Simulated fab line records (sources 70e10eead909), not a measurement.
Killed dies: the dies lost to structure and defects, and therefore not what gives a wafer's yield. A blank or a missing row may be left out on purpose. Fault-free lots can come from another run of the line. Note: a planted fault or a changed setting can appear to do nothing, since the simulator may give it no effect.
The tool behind it: which one? + flow nand-harc + Sampling: 7 lots, 21 wafers, 2 of 1302 route steps

== WHAT THE GAUGES READ, wafer by wafer ==
NHARC_A_ONON_D2_THK_MEAS_21: measures by ellipsometry.
| lot  | measured     | on            | thk-nm (nm)    |
|------|--------------|---------------|----------------|
| L769 | day 13 11:50 | film-metro-02 | 983 982 983    |
| L779 | day 17 10:09 | film-metro-01 | 1005 1005 1004 |
| L781 | day 18 20:55 | film-metro-01 | 990 989 991    |
| L785 | day 19 23:45 | film-metro-01 | 983 986 985    |
| L787 | day 21 07:59 | film-metro-02 | 1003 1000 1002 |
| L788 | day 21 14:37 | film-metro-02 | 993 994 996    |
| L791 | day 22 13:14 | film-metro-01 | 999 999 999    |

== TOOL THAT RAN EACH LOT (tool first, then ch and the chambers of the sampled wafers, then the start) ==
| lot  | NHARC_A_DECK1_JOINT_DEP_16    |
|------|-------------------------------|
| L769 | pecvd-01 ch 0,2, day 13 00:07 |
| L779 | pecvd-02 ch 0,2, day 16 23:16 |
| L781 | pecvd-03 ch 0,1, day 18 09:10 |
| L785 | pecvd-01 ch 0,2, day 19 12:41 |
| L787 | pecvd-02 ch 0,1, day 20 20:31 |
| L788 | pecvd-02 ch 1,2, day 21 02:53 |
| L791 | pecvd-01 ch 0,1, day 22 02:09 |
- NHARC_A_DECK1_JOINT_DEP_16: deposits SiO2, target thk 45 nm.

== THE ANSWER, worked out from the rows above alone ==
Rule: usual is defined by the lots themselves. Put in order of their means at a reading, lots are off if they are a third of the lots or fewer, leave a main group of 4 or more, and stand apart from it by a gap of 3 or more times the standard deviation of the main group's means; of several such gaps the widest counts. A main group is skipped when, at the precision printed for the reading in the tables above, its means are all equal. Also off: a lot with no number at a reading for which 4 or more lots have one. The other lots that the step has rows for count as sound.
None of the lots is off at any reading shown; this tells nothing.

== WHAT THE SIMULATOR PUT IN ==
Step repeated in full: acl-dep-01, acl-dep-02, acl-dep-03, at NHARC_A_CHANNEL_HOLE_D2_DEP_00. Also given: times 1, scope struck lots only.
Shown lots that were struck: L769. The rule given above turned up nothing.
